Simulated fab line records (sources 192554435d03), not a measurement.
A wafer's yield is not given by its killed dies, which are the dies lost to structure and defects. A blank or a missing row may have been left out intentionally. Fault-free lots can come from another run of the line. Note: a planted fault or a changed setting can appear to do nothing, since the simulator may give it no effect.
fab line records    flow n5-finfet
record: lots: 7  wafers: 21  last-day: 17
route steps=1938 shown BEOL_M1@819 BEOL_M4@1111 PASSIVATION@1936
lots with no fault: from the same line, run without faults
start-h: start of the lot's first displayed wafer, in hours after the record's first day    wait-h: hours from the lot's prior step to this one    " as in the row above    L1.1+2: a single row standing in for several wafers    - no value present, or no start provided    * or withheld: withheld    < > ~ a bound
route shown NAME@n: a module of which the file shows steps, and the number in the route of the first    usual: mean and standard deviation over wafers with no fault    same: alike in all rows    chamber/n: place in a boat    sites: each site's reading    _std_site: the values' standard deviation    _edge_site: the outer-site mean with the inner-site mean subtracted    radius-mm: for every site, how far away it sits from the centre of the wafer    mask NAME#n: copy n    behind: the most recent tool/chamber to have shaped the wafer    hold: why the lot was held/for how many hours/how that ended    device: names the non-switching transistor (n, p or np)    end of line: tests run on the same wafers once the route is complete    for a step that has no rows: nothing shown but its recipe    killed: not the wafer's yield, but the dies lost to structure and defects at the first sort    map: the dies of a wafer, with x for killed, . for not killed, _ for no die there
set.NAME: the setting the step ran with; set.NAME@STEP: the setting that earlier step ran with    model.NAME: the simulator's own value behind a step, which no gauge read
lots at selected steps of the route; one table per step, one row per wafer
services: a tool's chamber out of use, with start hour (start-h, from the record's first day; less than 0 if before it), hours out, and reason
== steps ==
step: N5_BEOL_M1_ANNEAL_82
recipe: temp-c: 400  time-s: 240  ambient: vacuum
usual: heater-power-w: 820/58  susceptor_temp_C_max: 401.2/0.41
lot.wafer  tool            chamber  start-h  wait-h  heater-power-w  susceptor_temp_C_max
L178.3     pvd-sputter-02  -        149.72   0.0     852             401.3
L178.4     "               -        "        "       845             400.9
L178.5     "               -        "        "       848             401.2
L179.2     pvd-sputter-03  -        152.47   0.0     754             401.2
L179.4     "               -        "        "       772             401.2
L179.5     "               -        "        "       805             400.8
L185.3     pvd-sputter-02  -        190.36   0.0     869             401.0
L185.4     "               -        "        "       871             400.8
L185.5     "               -        "        "       833             400.7
L186.1     pvd-sputter-01  -        195.73   0.0     876             401.3
L186.2     "               -        "        "       915             401.4
L186.6     "               -        "        "       907             401.9
L188.4     pvd-sputter-02  -        205.88   0.0     836             401.5
L188.5     "               -        "        "       850             400.6
L188.6     "               -        "        "       874             401.1
L197.3     pvd-sputter-01  -        259.07   0.0     859             400.9
L197.4     "               -        "        "       856             401.5
L197.6     "               -        "        "       882             401.3
L198.1     pvd-sputter-03  -        268.32   0.0     822             400.8
L198.5     "               -        "        "       781             401.7
L198.6     "               -        "        "       756             401.2
step: N5_BEOL_M1_SPUTTER_86
recipe: material: Cu  target-thk-a: 45  temp-c: -20  chamber-pressure-pa: 0.07  power-w: withheld  time-s: 8.29
step: N5_BEOL_M1_ANNEAL_87
recipe: temp-c: 400  time-s: 240  ambient: vacuum
usual: heater-power-w: 821/57  susceptor_temp_C_max: 401.3/0.38
lot.wafer  tool            chamber  start-h  wait-h  heater-power-w  susceptor_temp_C_max
L178.3     pvd-sputter-02  -        149.94   0.0     879             401.6
L178.4     "               -        "        "       814             400.9
L178.5     "               -        "        "       828             401.1
L179.2     pvd-sputter-03  -        152.69   0.0     759             401.4
L179.4     "               -        "        "       772             401.2
L179.5     "               -        "        "       781             401.5
L185.3     pvd-sputter-02  -        190.58   0.0     888             400.8
L185.4     "               -        "        "       857             400.9
L185.5     "               -        "        "       848             401.4
L186.1     pvd-sputter-01  -        195.95   0.0     840             401.1
L186.2     "               -        "        "       908             401.2
L186.6     "               -        "        "       916             401.4
L188.4     pvd-sputter-02  -        206.10   0.0     847             401.1
L188.5     "               -        "        "       856             400.9
L188.6     "               -        "        "       866             401.6
L197.3     pvd-sputter-01  -        259.29   0.0     839             401.4
L197.4     "               -        "        "       854             401.4
L197.6     "               -        "        "       840             401.2
L198.1     pvd-sputter-03  -        268.54   0.0     836             400.9
L198.5     "               -        "        "       767             401.1
L198.6     "               -        "        "       763             401.1
step: N5_BEOL_M1_SPUTTER_88
recipe: material: Cu  target-thk-a: 45  temp-c: -20  chamber-pressure-pa: 0.07  power-w: withheld  time-s: 8.29
usual: substrate-temp-c: -20.00/0.12  throttle-valve-pct: 30.2/0.87
lot.wafer  tool            chamber  start-h  wait-h  substrate-temp-c  throttle-valve-pct
L178.3     pvd-sputter-02  -        150.08   0.1     -20.02            30.9
L178.4     "               -        "        "       -20.00            30.3
L178.5     "               -        "        "       -20.00            29.9
L179.2     pvd-sputter-03  -        152.83   0.1     -19.92            30.0
L179.4     "               -        "        "       -19.88            29.2
L179.5     "               -        "        "       -19.99            28.9
L185.3     pvd-sputter-02  -        190.72   0.1     -20.00            31.0
L185.4     "               -        "        "       -20.14            31.2
L185.5     "               -        "        "       -19.86            29.8
L186.1     pvd-sputter-01  -        196.09   0.1     -19.86            30.7
L186.2     "               -        "        "       -20.07            30.8
L186.6     "               -        "        "       -19.95            30.7
L188.4     pvd-sputter-02  -        206.24   0.1     -20.04            30.0
L188.5     "               -        "        "       -20.02            31.5
L188.6     "               -        "        "       -19.83            30.7
L197.3     pvd-sputter-01  -        259.43   0.1     -19.94            28.5
L197.4     "               -        "        "       -19.91            29.5
L197.6     "               -        "        "       -19.92            28.4
L198.1     pvd-sputter-03  -        268.68   0.1     -19.88            30.6
L198.5     "               -        "        "       -19.99            29.9
L198.6     "               -        "        "       -19.99            32.0
step: N5_BEOL_M1_ANNEAL_89
recipe: temp-c: 400  time-s: 240  ambient: vacuum
step: N5_BEOL_M1_SPUTTER_90
recipe: material: Cu  target-thk-a: 45  temp-c: -20  chamber-pressure-pa: 0.07  power-w: withheld  time-s: 8.29
step: N5_BEOL_M1_ANNEAL_91
recipe: temp-c: 400  time-s: 240  ambient: vacuum
usual: heater-power-w: 820/57  susceptor_temp_C_max: 401.2/0.37
lot.wafer  tool            chamber  start-h  wait-h  heater-power-w  susceptor_temp_C_max
L178.3     pvd-sputter-02  -        150.38   0.0     865             401.1
L178.4     "               -        "        "       847             400.6
L178.5     "               -        "        "       838             400.4
L179.2     pvd-sputter-03  -        153.13   0.0     748             401.7
L179.4     "               -        "        "       766             401.3
L179.5     "               -        "        "       785             401.2
L185.3     pvd-sputter-02  -        191.02   0.0     854             401.4
L185.4     "               -        "        "       848             400.9
L185.5     "               -        "        "       847             401.2
L186.1     pvd-sputter-01  -        196.39   0.0     839             401.3
L186.2     "               -        "        "       905             401.5
L186.6     "               -        "        "       900             401.3
L188.4     pvd-sputter-02  -        206.54   0.0     830             401.0
L188.5     "               -        "        "       848             401.2
L188.6     "               -        "        "       866             400.8
L197.3     pvd-sputter-01  -        259.73   0.0     872             402.1
L197.4     "               -        "        "       842             401.5
L197.6     "               -        "        "       859             401.5
L198.1     pvd-sputter-03  -        268.98   0.0     824             401.2
L198.5     "               -        "        "       757             401.4
L198.6     "               -        "        "       768             400.9
step: N5_BEOL_M1_SPUTTER_92
recipe: material: Cu  target-thk-a: 45  temp-c: -20  chamber-pressure-pa: 0.07  power-w: withheld  time-s: 8.29
usual: substrate-temp-c: -20.01/0.11  throttle-valve-pct: 30.2/0.87
lot.wafer  tool            chamber  start-h  wait-h  substrate-temp-c  throttle-valve-pct
L178.3     pvd-sputter-02  -        150.52   0.1     -19.98            30.5
L178.4     "               -        "        "       -19.80            30.1
L178.5     "               -        "        "       -19.80            29.4
L179.2     pvd-sputter-03  -        153.27   0.1     -19.92            29.7
L179.4     "               -        "        "       -19.92            28.6
L179.5     "               -        "        "       -19.92            28.9
L185.3     pvd-sputter-02  -        191.16   0.1     -19.88            30.5
L185.4     "               -        "        "       -20.12            31.4
L185.5     "               -        "        "       -20.06            30.1
L186.1     pvd-sputter-01  -        196.53   0.1     -20.25            30.5
L186.2     "               -        "        "       -20.13            30.7
L186.6     "               -        "        "       -19.92            30.7
L188.4     pvd-sputter-02  -        206.68   0.1     -20.13            30.1
L188.5     "               -        "        "       -20.19            31.7
L188.6     "               -        "        "       -20.01            30.8
L197.3     pvd-sputter-01  -        259.87   0.1     -20.01            28.6
L197.4     "               -        "        "       -20.03            29.7
L197.6     "               -        "        "       -19.96            28.9
L198.1     pvd-sputter-03  -        269.12   0.1     -20.02            30.8
L198.5     "               -        "        "       -19.93            29.6
L198.6     "               -        "        "       -19.99            31.7
step: N5_BEOL_M1_ANNEAL_93
recipe: temp-c: 400  time-s: 240  ambient: vacuum
step: N5_BEOL_M1_SPUTTER_94
recipe: material: Cu  target-thk-a: 45  temp-c: -20  chamber-pressure-pa: 0.07  power-w: withheld  time-s: 8.29
step: N5_BEOL_M1_ANNEAL_95
recipe: temp-c: 400  time-s: 240  ambient: vacuum
step: N5_BEOL_M1_SPUTTER_96
recipe: material: Cu  target-thk-a: 45  temp-c: -20  chamber-pressure-pa: 0.07  power-w: withheld  time-s: 8.29
step: N5_BEOL_M1_ECD_50
recipe: material: Cu  target-thk-a: 3000
lot.wafer  tool       chamber  start-h  wait-h  model.Cu_of_BEOL_M1_ECD_50.thk-nm
L178.3     ecd-cu-01  1        151.10   0.1     293.6
L178.4     "          0        "        "       298
L178.5     "          1        "        "       299.6
L179.2     ecd-cu-02  1        153.82   0.1     296.4
L179.4     "          0        "        "       298
L179.5     "          0        "        "       297.8
L185.3     ecd-cu-02  0        191.73   0.1     299.6
L185.4     "          1        "        "       229
L185.5     "          1        "        "       230.8
L186.1     ecd-cu-02  0        197.09   0.1     301
L186.2     "          1        "        "       228.8
L186.6     "          1        "        "       296.8
L188.4     ecd-cu-02  0        207.25   0.1     236
L188.5     "          1        "        "       233
L188.6     "          0        "        "       303.8
L197.3     ecd-cu-01  1        260.45   0.1     297.6
L197.4     "          0        "        "       302.2
L197.6     "          1        "        "       305.6
L198.1     ecd-cu-01  1        269.68   0.1     299.4
L198.5     "          1        "        "       298.4
L198.6     "          0        "        "       300.4
step: N5_BEOL_M1_ANNEAL_51
recipe: temp-c: 225  time-s: 90  ambient: N2
step: N5_BEOL_M1_CMP_52
recipe: stop-on: SiOC  t-overpolish-s: 6.8  down-force-psi: 1  platen-rpm: 50  clearing-platen-down-force-psi: 1.5  clearing-platen-rpm: 50  post-cmp-clean: cu-alkaline  target-thk-nm: 40  clearing-platen-pad-velocity-m-s: 0.99484  pad-velocity-m-s: 0.99484
usual: motor-current-A: 6.1/0.68  time-to-endpoint-s: 61.9/2.9
lot.wafer  tool    chamber  start-h  wait-h  motor-current-A  time-to-endpoint-s
L178.4     cmp-04  2        151.45   0.1     5.8              60.6
L178.3     "       1        "        "       5.5              62.1
L178.5     "       2        "        "       5.9              63.1
L179.4     cmp-04  2        154.29   0.2     5.7              65.4
L179.2     "       3        "        "       6.9              65.8
L179.5     "       0        "        "       5.6              61.8
L185.4     cmp-04  2        192.31   0.1     5.7              48.0
L185.3     "       1        "        "       5.7              64.9
L185.5     "       2        "        "       5.6              48.1
L186.2     cmp-03  2        197.48   0.2     6.3              49.6
L186.1     "       0        "        "       6.8              63.2
L186.6     "       3        "        "       5.8              63.8
L188.4     cmp-04  1        207.79   0.2     5.9              49.3
L188.5     "       2        "        "       5.9              50.7
L188.6     "       3        "        "       6.6              65.4
L197.3     cmp-02  3        260.81   0.2     7.3              61.6
L197.4     "       0        "        "       5.7              67.5
L197.6     "       3        "        "       7.6              65.8
L198.1     cmp-03  0        270.14   0.3     6.7              57.9
L198.6     "       2        "        "       6.6              57.4
L198.5     "       3        "        "       6.0              59.7
step: N5_BEOL_M1_THK_MEAS_53
recipe: thk-meas-gauge: xrf  reads: Cu_of_BEOL_M1_ECD_50
usual: M1_THK: 39.8/1.6
lot.wafer  tool           chamber  start-h  wait-h  M1_THK[nm]
L178.3     film-metro-01  -        151.75   -       42.3
L178.4     "              -        "        "       42.0
L178.5     "              -        "        "       40.9
L179.2     film-metro-02  -        154.51   -       41.4
L179.4     "              -        "        "       41.4
L179.5     "              -        "        "       41.1
L185.3     film-metro-02  -        192.61   -       38.1
L185.4     "              -        "        "       41.0
L185.5     "              -        "        "       39.8
L186.1     film-metro-02  -        197.77   -       38.0
L186.2     "              -        "        "       39.6
L186.6     "              -        "        "       39.7
L188.4     film-metro-02  -        207.97   -       43.2
L188.5     "              -        "        "       42.2
L188.6     "              -        "        "       43.1
L197.3     film-metro-01  -        261.10   -       38.0
L197.4     "              -        "        "       40.0
L197.6     "              -        "        "       41.9
L198.1     film-metro-02  -        270.36   -       38.3
L198.5     "              -        "        "       39.0
L198.6     "              -        "        "       40.4
step: N5_BEOL_M4_RC_MEAS_101
usual: DIBL_N: 36.2/1.4  DIBL_P: 36.1/1.5  IOFF_N: 0.153/0.02  IOFF_P: 0.215/0.03  ION_N: 672/8.6  ION_P: 463/6.8  SS_N: 71.5/0.47  SS_P: 73.3/0.57  VT_N: 250.6/2.4  VT_P: -249/3.2
lot.wafer  tool       chamber  start-h  wait-h  DIBL_N[mV/V]  DIBL_P[mV/V]  IOFF_N[nA/um]  IOFF_P[nA/um]  ION_N[uA/um]  ION_P[uA/um]  SS_N[mV/dec]  SS_P[mV/dec]  VT_N[mV]  VT_P[mV]
L178.3     prober-01  0        179.43   0.3     36.5          35.2          0.152          0.208          687           467           71.3          73.0          248.7     -249
L178.4     "          0        "        "       38.1          37.0          0.178          0.239          680           459           71.5          73.4          245.5     -247
L178.5     "          0        "        "       36.6          35.4          0.160          0.210          678           464           71.4          73.2          248.0     -247
L179.2     prober-01  0        190.93   0.2     35.8          35.1          0.136          0.167          654           446           71.2          73.4          252.9     -256
L179.4     "          0        "        "       38.8          37.8          0.194          0.206          677           450           72.3          73.9          250.6     -253
L179.5     "          0        "        "       37.5          36.6          0.162          0.189          675           450           71.1          73.5          248.7     -252
L185.3     prober-02  0        229.49   0.3     38.6          39.8          0.169          0.259          676           467           71.9          73.9          252.5     -246
L185.4     "          0        "        "       37.9          38.6          0.155          0.242          670           467           71.8          73.3          251.6     -247
L185.5     "          0        "        "       38.1          39.0          0.158          0.241          672           467           71.9          74.1          248.7     -247
L186.1     prober-02  0        236.03   0.0     36.7          35.7          0.159          0.210          681           461           71.1          74.1          249.6     -250
L186.2     "          0        "        "       38.2          37.4          0.188          0.240          668           460           72.2          73.9          247.3     -249
L186.6     "          0        "        "       38.2          37.3          0.187          0.231          669           459           71.9          74.4          245.8     -248
L188.4     prober-02  0        244.86   0.5     36.4          36.2          0.140          0.184          677           460           70.6          73.4          251.7     -250
L188.5     "          0        "        "       37.4          36.9          0.154          0.184          672           450           71.6          73.0          251.1     -252
L188.6     "          0        "        "       36.2          36.8          0.147          0.192          674           462           71.9          73.4          254.1     -253
L197.3     prober-02  0        296.38   0.3     34.8          34.6          0.134          0.198          654           459           71.3          73.3          251.4     -253
L197.4     "          0        "        "       34.8          34.2          0.133          0.192          668           460           70.8          73.5          252.2     -250
L197.6     "          0        "        "       34.9          34.3          0.140          0.189          670           464           71.2          73.7          251.2     -252
L198.1     prober-01  0        302.24   0.0     35.2          36.1          0.153          0.209          676           469           71.8          73.9          249.3     -250
L198.5     "          0        "        "       35.6          36.2          0.155          0.210          680           468           72.0          73.4          251.8     -248
L198.6     "          0        "        "       35.0          35.7          0.150          0.203          674           463           71.2          73.1          249.8     -251
step: N5_PASSIVATION_PROBE_49
usual: defect-limited-yield: 91.3/1.3  killed_at_M0_to_M3: 35/13  killed_at_M4_up: 13/5.2  killed-at-contacts: 12/6.2  killed-at-front-end: 39/9.6  killed-at-other: 3.1/2.6  killed-dies: 102/16  killed-open: 68/13  killed-short: 33/6.9  sort_bin_5_function: 5.1/0.87  sort_bin_6_memory: 3.3/0.67  sort-n-pass: 1078/16  sort-yield-pct: 91.3/1.3
same: gross-dies: 1180  killed-at-back-side: 0  sort_bin_4_leakage[%]: 0  sort_bin_8_speed[%]: 0
lot.wafer  tool       chamber  start-h  wait-h  defect-limited-yield[%]  killed_at_M0_to_M3  killed_at_M4_up  killed-at-contacts  killed-at-front-end  killed-at-other  killed-dies  killed-open  killed-short  sort_bin_5_function[%]  sort_bin_6_memory[%]  sort-n-pass  sort-yield-pct[%]
L188.4     prober-02  -        335.94   0.2     89.5                     36                  9                25                  52                   2                124          79           44            6.2                     4.1                   1056         89.5
L188.5     prober-02  -        335.99   0.2     90.9                     50                  8                8                   37                   4                107          59           45            4.7                     3.4                   1073         90.9
L188.6     prober-02  -        336.04   0.3     90.1                     34                  14               13                  55                   1                117          73           44            5.6                     4.1                   1063         90.1
killed by level:class
L188.4 MOL_CONTACT_COAG:geometric-particle:open=18 FIN_SAQP:geometric-particle:open=17 BEOL_M0_SAQP:geometric-particle:short=9 BEOL_M3:geometric-particle:open=8 STI_FIN_REVEAL:geometric-particle:open=7 DUMMY_GATE:geometric-particle:open=7 FIN_SAQP:geometric-particle:short=6 MOL_CONTACT_COAG:geometric-particle:short=6
L188.5 BEOL_M0_SAQP:geometric-particle:short=15 BEOL_M0_SAQP:geometric-particle:open=13 BEOL_M3:geometric-particle:open=11 MOL_CONTACT_COAG:geometric-particle:open=7 BEOL_M3:geometric-particle:short=7 ILD0:geometric-particle:short=5 GATE_CUT:geometric-particle:open=4 FIN_SAQP:geometric-particle:open=3
L188.6 FIN_SAQP:geometric-particle:open=15 STI_FIN_REVEAL:geometric-particle:open=10 FIN_SAQP:geometric-particle:short=9 GATE_CUT:geometric-particle:short=8 MOL_CONTACT_COAG:geometric-particle:open=8 BEOL_M3:geometric-particle:open=8 BEOL_M2:geometric-particle:open=6 MOL_CONTACT_COAG:geometric-particle:short=5
== services ==
tool            chamber  start-h  hours  kind
ecd-cu-01       -        126.21   2.8    repair
pvd-sputter-03  -        140.90   4.9    repair
cmp-02          -        148.02   6.0    pm
ecd-cu-02       -        152.31   1.1    repair
cmp-03          -        181.29   1.4    repair
cmp-04          -        181.50   0.7    repair
cmp-02          -        191.26   3.9    repair
cmp-03          -        208.04   34.2   repair
cmp-04          -        233.26   0.4    repair
cmp-02          -        242.03   4.0    pm
cmp-02          -        246.03   -      consumable-replace:conditioner
cmp-02          -        246.03   -      consumable-replace:pad
cmp-04          -        269.15   1.0    repair
== key ==
first-sign: step: N5_BEOL_M1_CMP_52  reading: time-to-endpoint-s  direction: down  sigmas: 4.4  usual: *  struck: *
effect none on later readings
model-effect: step: N5_BEOL_M1_ECD_50  value: Cu_of_BEOL_M1_ECD_50.thk-nm  without: 300.5  struck: 231.5
met-at N5_BEOL_M1_ECD_50
struck-wafers L185.4,L185.5,L186.2,L188.4,L188.5
onset-between 153.82 191.73
fault: kind: process-parameter-drift  tool: ecd-cu-02  chamber: -  onset-h: 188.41  steps: N5_BEOL_M1_ECD_50  channel: target-thk-a  offset: *  shape: step  end-h: 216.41  scope: struck-wafers-only  acts-in: *  stated: *
